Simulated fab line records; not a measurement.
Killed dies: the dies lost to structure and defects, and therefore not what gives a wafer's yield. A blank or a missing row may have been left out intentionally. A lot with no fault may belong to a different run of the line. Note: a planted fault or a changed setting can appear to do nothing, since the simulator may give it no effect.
3 desks, one fault    flow n5Finfet    each desk has only its own numbers; what lay behind them comes last

## DESK OF THE TOOL OWNER: implanter-02
For each lot that ran on this tool, the mean over its sampled wafers that have a number, from the tool's own readings at N5_MOL_CONTACT_COAG_IMPLANT_129. The brackets show how far a lot's mean lies from the usual mean; more than 4 standard deviations puts the lot out of limits, marked OUT.
Columns: A = beamEnergyKeV at N5_MOL_CONTACT_COAG_IMPLANT_129, usual 3.0000; B = endStationPressureTorr at N5_MOL_CONTACT_COAG_IMPLANT_129, usual 5.9e-06 Torr
lot   first seen here  A                         B
L501  day 6 07:24      2.9994                    6.2e-06
L502  day 6 07:31      2.9976                    5.5e-06
L503  day 6 08:43      3.0004                    6.0e-06
L504  day 6 19:09      7.4143 (+99 or more) OUT  1.1e-05 (+16) OUT
L506  day 7 11:35      7.4159 (+99 or more) OUT  1.2e-05 (+17) OUT
L508  day 7 20:28      7.4160 (+99 or more) OUT  1.1e-05 (+16) OUT
L517  day 9 23:11      3.0005                    5.8e-06
L519  day 10 07:37     2.9987                    5.5e-06
Finding of this desk: L504, L506, L508 out of limits; the first was L504 at day 6 19:09, on beamEnergyKeV at N5_MOL_CONTACT_COAG_IMPLANT_129. L501, L502, L503, L517, L519: within limits.

## FROM THE METROLOGY DESK
Lot by lot, what the gauges showed, no matter which tool ran the lot: averages of those sampled wafers that carry a number. The brackets show how far a lot's mean lies from the usual mean; more than 4 standard deviations puts the lot out of limits, marked OUT. Of its 10 readings 7 are shown: those that lie furthest out on some lot.
Columns: A = DIBL_N at N5_BEOL_M4_RC_MEAS_101, usual 35.8 mV/V; B = IOFF_P at N5_BEOL_M4_RC_MEAS_101, usual 0.204 nA/um; C = ION_N at N5_BEOL_M4_RC_MEAS_101, usual 673 uA/um; D = ION_P at N5_BEOL_M4_RC_MEAS_101, usual 462 uA/um; E = SS_N at N5_BEOL_M4_RC_MEAS_101, usual 71.4 mV/dec; F = SS_P at N5_BEOL_M4_RC_MEAS_101, usual 73.3 mV/dec; G = VT_N at N5_BEOL_M4_RC_MEAS_101, usual 250.5 mV
lot   first seen here  A     B      C    D    E     F     G
L501  day 9 13:22      35.6  0.217  661  462  71.5  73.2  251.5
L502  day 9 21:02      35.8  0.193  668  459  71.5  73.1  250.2
L503  day 9 23:50      34.4  0.203  664  462  71.5  73.1  253.8
L504  day 10 10:56     35.8  0.202  671  457  71.2  73.5  250.3
L506  day 10 19:15     36.1  0.189  678  463  70.8  73.1  249.9
L508  day 11 13:58     37.9  0.205  679  460  71.9  74.0  251.6
L517  day 13 09:00     35.7  0.228  681  470  71.1  74.0  248.9
L518  day 13 16:02     36.1  0.169  666  457  71.2  72.8  250.9
L519  day 14 08:23     35.9  0.192  664  458  71.2  73.1  253.0
This desk found nothing out of limits on any of the 9 lots.

## THE DEFECT DESK
What the inspections along the route counted, lot by lot: means of the sampled wafers that have a number. The brackets show how far a lot's mean lies from the usual mean; more than 4 standard deviations puts the lot out of limits, marked OUT.
Columns: A = rawDefectCount at N5_MOL_CONTACT_COAG_INSPECT_10, usual 70
lot   first seen here  A
L501  day 6 06:40      75
L502  day 6 06:42      54
L503  day 6 08:14      75
L504  day 6 18:22      60
L506  day 7 10:59      89
L508  day 7 19:38      78
L517  day 9 22:36      106
L518  day 10 06:11     57
L519  day 10 07:07     40
This desk found nothing out of limits on any of the 9 lots.

## PUT TOGETHER
On L504, L506, L508, at day 6 19:09, an alarm was possible from the tool owner's desk.
Metrology desk: nothing out of limits seen.
The defect desk saw nothing out of limits.
The metrology desk has L504, L506, L508 on record, within its limits.
The defect desk has L504, L506, L508 on record, within its limits.
Of the lots named, all ran N5_MOL_CONTACT_COAG_IMPLANT_129 on implanter-02.

## WHAT THE SIMULATOR PUT IN
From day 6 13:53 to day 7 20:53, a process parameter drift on implanter-02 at N5_MOL_CONTACT_COAG_IMPLANT_129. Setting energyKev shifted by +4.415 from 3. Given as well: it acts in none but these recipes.
Lots struck among those shown: L504, L506, L508.
Each desk's first reading out of limits, in hours after the fault started: the tool owner's desk, 5.
